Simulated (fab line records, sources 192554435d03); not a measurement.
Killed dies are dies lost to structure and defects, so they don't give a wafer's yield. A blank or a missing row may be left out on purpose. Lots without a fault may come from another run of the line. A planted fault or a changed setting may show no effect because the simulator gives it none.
A struck lot beside a sound one | flow n5_finfet | 16 steps out of a route of 1938
Sound: wafers L574.1, L574.3, L574.4. Struck: wafer L588.2. (L588.6 of the same lot was not struck and is left out.) The cause comes at the end.
At each step with rows: each side's tool, then ch and its chambers, then its first start. Under that, the readings that differ: sound wafers | struck wafers | difference of the means | sigmas: that difference in standard deviations of wafers without a fault.
alike: readings whose means differ by less than 2 such deviations, and words and numbers that are the same on both sides. not compared: withheld readings, readings that some wafer has no value for, bounds like >300 that may hide the same value, and numbers for which the record gives no deviation and whose values overlap.
The two part at a step that has a row with sigmas, a row that says differs or no value, or rows on one side only. Numbers that don't overlap but have no deviation are shown without sigmas and don't part them. A reading that every wafer of one side lacks parts them only if that side has two wafers or more.

N5_DUMMY_GATE_ETCH_42: etches SiO2 in CHF3/O2, target depth 3.5 nm, time 31 s.
  sound on rie_diel-05 ch 0,1,2, day 4 18:03; struck on rie_diel-05 ch 1, day 8 07:19
  alike: O2_flow_sccm, drypump_motor_current_A, oes_product_au, rf_vpp_V, showerhead_plenum_p_Torr, throttle_valve_pct
  not compared: rf_hours_counter_h
N5_DUMMY_GATE_STRIP_48: strips in N2/H2, time 20 s.
  sound on rie_diel-05 ch 0,1,2, day 4 18:06; struck on rie_diel-05 ch 1, day 8 07:22
  reading      | sound          | struck | difference | sigmas
  rf_vpp_V (V) | 43.8 45.3 45.5 | 46.6   | +1.7       | +2
  alike: drypump_motor_current_A, oes_product_au, showerhead_plenum_p_Torr, throttle_valve_pct
  not compared: rf_hours_counter_h
then, 5 steps without rows for these wafers: N5_DUMMY_GATE_PRECLEAN_33 (cleans in dHF, time 10 s); N5_DUMMY_GATE_PRECLEAN_25 (cleans in O3/DIW, time 45 s); N5_DUMMY_GATE_PRECLEAN_51 (cleans in SC2, time 45 s); N5_DUMMY_GATE_SRD_26 (time 30 s); N5_DUMMY_GATE_UV_OZONE_45 (time 120 s).
N5_DUMMY_GATE_INSPECT_27: inspects for defects (brightfield).
  sound on defect_inspect-01, day 4 18:17; struck on defect_inspect-02, day 8 07:33
  alike: raw_defect_count
N5_SPACER0_ALD_07: deposits SiNx, target thk 2 nm.
  sound on ald_sin-04 ch 0,1,3, day 4 19:17; struck on ald_sin-01 ch 2, day 8 07:52
  alike: heater_power_w
N5_SPACER0_ALD_00: deposits SiOCN, target thk 3.5 nm, pulse time 3 s, purge time 2 s.
  sound on ald_sin-04 ch 0,1,3, day 4 19:26; struck on ald_sin-01 ch 2, day 8 08:02
  alike: heater_power_w, precursor_pulse_height_rel
N5_SPACER0_ALD_08: deposits SiNx, target thk 2 nm.
  sound on ald_sin-04 ch 0,1,3, day 4 19:42; struck on ald_sin-01 ch 2, day 8 08:17
  alike: heater_power_w
N5_SPACER0_INSPECT_04: inspects for defects (darkfield).
  sound on defect_inspect-01, day 4 19:51; struck on defect_inspect-02, day 8 08:26
  reading          | sound     | struck | difference | sigmas
  raw_defect_count | 73 105 98 | 189    | +97        | +4
N5_SD_EPI_N_COAT_32: time 60 s, resist thk 350 nm.
  sound on litho_track-01 ch 0, day 4 19:53; struck on litho_track-03 ch 0, day 8 08:28
  reading                  | sound             | struck | difference | sigmas
  heater_power_total_W (W) | 499.5 501.4 501.4 | 617.4  | +116.6     | +65
  run_length_s (s)         | 66.23 66.16 66.16 | 48.64  | -17.54     | -84
  alike: chill_plate_temp_C
then, 1 step without rows for these wafers: N5_SD_EPI_N_COAT_33 (time 60 s, resist thk 35 nm).
-- the record jumps here: 5 days lie between the struck wafers' starts before and after (it left off in module SD_EPI_N and takes up again in module BEOL_M4, whose first step shown is number 1111 of the route) --
N5_BEOL_M4_RC_MEAS_101:
  sound on prober-01 ch 0, day 9 16:58; struck on prober-01 ch 0, day 13 10:07
  reading        | sound          | struck | difference | sigmas
  DIBL_N (mV/V)  | 38.7 36.3 37.2 | 31.8   | -5.6       | -3
  DIBL_P (mV/V)  | 39.7 37.1 37.7 | 31.9   | -6.3       | -3
  IOFF_N (nA/um) | 0.21 0.17 0.17 | 0.10   | -0.08      | -3
  IOFF_P (nA/um) | 0.25 0.20 0.21 | 0.13   | -0.09      | -2
  ION_N (uA/um)  | 689 684 676    | 645    | -38        | -3
  ION_P (uA/um)  | 466 463 463    | 445    | -19        | -3
  SS_N (mV/dec)  | 72.3 71.6 71.8 | 70.0   | -1.9       | -3
  VT_N (mV)      | 251 249 252    | 259    | +8         | +3
  VT_P (mV)      | -249 -251 -250 | -258   | -8         | -2
  alike: SS_P
then, 1 step without rows for these wafers: N5_PASSIVATION_PROBE_49.

WHERE THEY PART
First at N5_DUMMY_GATE_STRIP_48; last, within this record, at N5_BEOL_M4_RC_MEAS_101.

WHY: what the simulator had put in
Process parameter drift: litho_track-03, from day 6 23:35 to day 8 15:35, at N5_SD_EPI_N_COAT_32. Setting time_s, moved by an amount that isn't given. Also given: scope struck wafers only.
